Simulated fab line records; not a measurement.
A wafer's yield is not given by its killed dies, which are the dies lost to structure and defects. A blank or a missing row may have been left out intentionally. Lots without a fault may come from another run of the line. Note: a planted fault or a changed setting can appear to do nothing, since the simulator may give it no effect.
Split-lot trial    flow n5Finfet    on a route of 1938 steps: 7 lots, 39 wafers read

## SPLIT DETAILS
At N5_FIN_SAQP_HM_DEP_03 (deposits SiNx from SiH4/NH3/N2, target thk 38 nm, time 33.6 s), the setting targetThkA was moved away from the recipe's 380 angstrom on 15 of the 39 wafers read, by -8.0% to +10.7%. All remaining wafers had this setting at the recipe value.

## FROM THE SPLIT TO THE READING: what the file shows between them, 11 steps
- N5_FIN_SAQP_THK_MEAS_05
- N5_FIN_SAQP_ETCH_65: etches SiO2 in CF4, target depth 4 nm, time 4.4 s (also split here: timeS)
- N5_FIN_SAQP_MANDREL_ETCH_58: etches a-Si in HBr/Cl2, stops on SiNx, target depth 45 nm, bt time 10 s, time 27 s
- N5_FIN_SAQP_RECESS_63: chemistry HF/NH3, target SiO2, target depth 18 nm, afs cycles 3, sublimation time 60 s
- N5_FIN_SAQP_MANDREL2_REMOVE_60: chemistry HBr/Cl2/O2, target a-Si, stops on SiNx, bt time 10 s
- N5_FIN_SAQP_HM_OPEN_33: chemistry CH3F/O2, target SiNx, target depth 49.4 nm, time 70.6 s
- N5_FIN_SAQP_ETCH_34: etches SiO2 in C4F6/O2, target depth 45 nm, time 15 s
- N5_FIN_SAQP_STRIP_77: strips in N2/H2, time 90 s
- N5_FIN_SAQP_ETCH_64: etches SiO2 in CF4, target depth 1.5 nm
- N5_FIN_SAQP_FIN_ETCH_36: etches the open film in HBr/Cl2/O2, target depth 120 nm, time 50.4 s
- N5_FIN_SAQP_PRECLEAN_38: cleans in O3/DIW, time 45 s

## THE READING
SiNx_of_FIN_SAQP_HM_DEP_03.thkNm (the simulator's own value, which no gauge read), in nm, at N5_FIN_SAQP_PRECLEAN_45 (cleans in dHF, time 10 s). No usual value for it is given in the file. The 24 wafers here that ran the recipe average 21.6 nm, standard deviation 0.54 nm.

wafer   tool, chamber at the split  targetThkA as run, angstrom  against the recipe  SiNx_of_FIN_SAQP_HM_DEP_03.thkNm, nm  against lot-mates on the recipe
L075.1  pecvd-01, 1                 353.1                        -7.1%               18.4                                  -2.5
L075.2  pecvd-01, 0                 353.1                        -7.1%               17.8                                  -3.1
L075.3  pecvd-01, 2                 380                          recipe              20.8                                  -
L075.6  pecvd-01, 2                 380                          recipe              20.8                                  -
L075.4  pecvd-01, 0                 380                          recipe              21.2                                  -
L075.5  pecvd-01, 1                 353.1                        -7.1%               19.4                                  -1.5
L076.2  pecvd-01, 1                 380                          recipe              21.6                                  -
L076.5  pecvd-01, 1                 380                          recipe              21.8                                  -
L076.6  pecvd-01, 2                 380                          recipe              21.4                                  -
L080.1  pecvd-02, 1                 380                          recipe              21.8                                  -
L080.2  pecvd-02, 0                 380                          recipe              21.2                                  -
L080.3  pecvd-02, 2                 420.6                        +10.7%              26.4                                  +4.3
L080.4  pecvd-02, 1                 420.6                        +10.7%              26.2                                  +4.1
L080.5  pecvd-02, 2                 380                          recipe              23.2                                  -
L080.6  pecvd-02, 0                 420.6                        +10.7%              25.8                                  +3.7
L089.1  pecvd-01, 0                 364.2                        -4.2%               19                                    -2.5
L089.2  pecvd-01, 2                 364.2                        -4.2%               19.2                                  -2.3
L089.5  pecvd-01, 0                 364.2                        -4.2%               19.2                                  -2.3
L089.3  pecvd-01, 1                 380                          recipe              21.6                                  -
L089.4  pecvd-01, 2                 380                          recipe              21.4                                  -
L089.6  pecvd-01, 1                 380                          recipe              21.4                                  -
L092.1  pecvd-01, 0                 393.7                        +3.6%               22                                    +0.1
L092.2  pecvd-01, 2                 380                          recipe              21.8                                  -
L092.3  pecvd-01, 1                 380                          recipe              21.6                                  -
L092.4  pecvd-01, 2                 393.7                        +3.6%               22.6                                  +0.7
L092.5  pecvd-01, 0                 380                          recipe              22.2                                  -
L092.6  pecvd-01, 1                 393.7                        +3.6%               23.4                                  +1.5
L093.1  pecvd-01, 2                 380                          recipe              21.8                                  -
L093.4  pecvd-01, 2                 380                          recipe              21.8                                  -
L093.2  pecvd-01, 1                 380                          recipe              21.4                                  -
L093.3  pecvd-01, 0                 380                          recipe              21.4                                  -
L093.5  pecvd-01, 0                 380                          recipe              22.2                                  -
L093.6  pecvd-01, 1                 380                          recipe              21.6                                  -
L097.1  pecvd-01, 2                 349.7                        -8.0%               17.8                                  -3.3
L097.2  pecvd-01, 0                 380                          recipe              20.4                                  -
L097.3  pecvd-01, 1                 380                          recipe              21.2                                  -
L097.4  pecvd-01, 0                 349.7                        -8.0%               18.2                                  -2.9
L097.5  pecvd-01, 2                 349.7                        -8.0%               18.4                                  -2.7
L097.6  pecvd-01, 1                 380                          recipe              21.8                                  -

THE FIT
A straight line over all 39 wafers: SiNx_of_FIN_SAQP_HM_DEP_03.thkNm changes by +0.431 nm for each +1% of targetThkA; r = +0.96; the points scatter about the line by 0.55 nm.
The same after taking each lot's own level away (the mean of its wafers on the recipe; 39 wafers): +0.374 nm for each +1%; r = +0.96; scatter 0.5 nm.
Per that fit: largest targetThkA move, reading shift of 4 nm.
Across the lots, their own levels run from 20.93 to 22.07 nm, a range of 2.1 times the standard deviation given above.
Hence the slope depends on the lot-to-lot level, as the two fits are not the same.
Check: +3.82 nm against its lot-mates is what the line predicts for one of the wafers moved furthest among these (+10.7%) when that wafer is left out of the fit. Against them it came out at +4.33 nm.

## FURTHER SPLITS ON THESE WAFERS
Other splits were also applied to these wafers ahead of the reading. Each is held against what the fit with the lots' levels taken away leaves over:
other split on the same wafers  wafers away from the commonest value  r with SiNx_of_FIN_SAQP_HM_DEP_03.thkNm (lot level and that fit taken away)
N5_FIN_SAQP_ETCH_65 timeS       12                                    +0.08

## THE WHOLE CHAIN: every reading that the file lists as answering this split, in the file's order
step                     what it does                                                          reading                                                                            change (the file's fit)                r (the file's)
N5_FIN_SAQP_HM_DEP_03    deposits SiNx from SiH4/NH3/N2, target thk 38 nm, time 33.6 s         SiNx_of_FIN_SAQP_HM_DEP_03.thkNm (the simulator's own value, which no gauge read)  +0.403 nm for each +1% of the setting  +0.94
N5_FIN_SAQP_THK_MEAS_05                                                                        thkNm                                                                              withheld for each +1% of the setting   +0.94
N5_FIN_SAQP_HM_OPEN_33   chemistry CH3F/O2, target SiNx, target depth 49.4 nm, time 70.6 s     etchRfOnTimeS                                                                      withheld for each +1% of the setting   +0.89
N5_FIN_SAQP_HM_OPEN_33   chemistry CH3F/O2, target SiNx, target depth 49.4 nm, time 70.6 s     etch.depthNm (the simulator's own value, which no gauge read)                      +0.403 nm for each +1% of the setting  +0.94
N5_FIN_SAQP_ETCH_34      etches SiO2 in C4F6/O2, target depth 45 nm, time 15 s                 SiNx_of_FIN_SAQP_HM_DEP_03.thkNm (the simulator's own value, which no gauge read)  +0.406 nm for each +1% of the setting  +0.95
N5_FIN_SAQP_FIN_ETCH_36  etches the open film in HBr/Cl2/O2, target depth 120 nm, time 50.4 s  SiNx_of_FIN_SAQP_HM_DEP_03.thkNm (the simulator's own value, which no gauge read)  +0.372 nm for each +1% of the setting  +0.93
N5_FIN_SAQP_PRECLEAN_45  cleans in dHF, time 10 s                                              SiNx_of_FIN_SAQP_HM_DEP_03.thkNm (the simulator's own value, which no gauge read)  +0.376 nm for each +1% of the setting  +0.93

## FILE'S OWN FIT
SiNx_of_FIN_SAQP_HM_DEP_03.thkNm changes by +0.376 nm for each +1% of targetThkA, r = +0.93.
